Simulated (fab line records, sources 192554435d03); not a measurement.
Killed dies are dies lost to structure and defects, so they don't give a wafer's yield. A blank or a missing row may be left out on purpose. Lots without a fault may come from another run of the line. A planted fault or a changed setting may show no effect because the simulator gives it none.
Chamber matching | flow n5_finfet | N5_FIN_SAQP_PECVD_48 on pecvd-02: 3 sister chambers
The step deposits SiNx from SiH4/NH3/N2, target thk 25 nm, time 22.1 s. 20 wafers are shown with their chamber, then 10 later ones without.

WAFERS WITH THEIR CHAMBER
wafer  | chamber | showerhead_plenum_p_Torr (Torr) | throttle_valve_pct (%) | heater_power_w (W)
L074.2 | 1       | 5.04                            | 38.2                   | 869
L074.5 | 0       | 5.11                            | 38.5                   | 844
L074.6 | 2       | 5.18                            | 38.6                   | 866
L076.1 | 0       | 5.10                            | 38.3                   | 836
L076.2 | 2       | 5.18                            | 38.4                   | 869
L076.5 | 0       | 5.10                            | 38.4                   | 858
L078.1 | 2       | 5.18                            | 38.4                   | 746
L078.4 | 0       | 5.12                            | 38.2                   | 898
L078.6 | 2       | 5.19                            | 38.7                   | 739
L082.1 | 0       | 5.11                            | 38.4                   | 879
L082.5 | 1       | 5.05                            | 38.0                   | 792
L082.6 | 0       | 5.11                            | 38.6                   | 889
L085.1 | 1       | 5.03                            | 38.0                   | 863
L085.3 | 2       | 5.18                            | 38.5                   | 798
L085.6 | 2       | 5.19                            | 38.7                   | 788
L093.2 | 0       | 5.11                            | 38.7                   | 890
L093.4 | 0       | 5.11                            | 38.6                   | 884
L093.5 | 2       | 5.17                            | 38.3                   | 765
L095.1 | 1       | 5.06                            | 38.0                   | 848
L095.2 | 2       | 5.18                            | 38.6                   | 792

SIGNATURES (means of the wafers above)
reading                  | chamber 0 | chamber 1 | chamber 2 | scatter within a chamber
showerhead_plenum_p_Torr | 5.1088    | 5.0450    | 5.1813    | 0.00795
throttle_valve_pct       | 38.462    | 38.050    | 38.525    | 0.15
heater_power_w           | 872.25    | 843.00    | 795.38    | 37.9
Rule: a wafer's distance from a chamber is the root of the sum, over the readings, of the square of ((its reading less the chamber's mean) divided by the reading's scatter). The wafer belongs to the nearest chamber; if the next one is less than 2 further off, it can't be placed. The scatter: the root of (the sum of the squares of (reading less its chamber's mean) over the shown wafers, divided by (wafers less chambers)).

WAFERS WITHOUT THEIR CHAMBER
wafer  | showerhead_plenum_p_Torr (Torr) | throttle_valve_pct (%) | heater_power_w (W)
L095.3 | 5.11                            | 38.5                   | 911
L095.4 | 5.11                            | 38.4                   | 908
L095.5 | 5.19                            | 38.7                   | 797
L095.6 | 5.07                            | 38.3                   | 839
L096.2 | 5.18                            | 38.7                   | 745
L096.4 | 5.18                            | 38.6                   | 778
L096.6 | 5.10                            | 38.6                   | 830
L097.4 | 5.06                            | 38.0                   | 897
L097.5 | 5.18                            | 38.9                   | 906
L097.6 | 5.06                            | 38.1                   | 866

WHICH CHAMBER EACH WENT THROUGH
wafer  | from the rows above     | in truth
L095.3 | 0                       | 0
L095.4 | 0                       | 0
L095.5 | 2                       | 2
L095.6 | can't be placed: 1 or 0 | 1
L096.2 | 2                       | 2
L096.4 | 2                       | 2
L096.6 | 0                       | 0
L097.4 | 1                       | 1
L097.5 | 2                       | 2
L097.6 | 1                       | 1
Placed correctly: 9 of 10. Can't be placed from these rows: 1 (the true chamber is among the candidates in 1). Placed wrongly: 0.
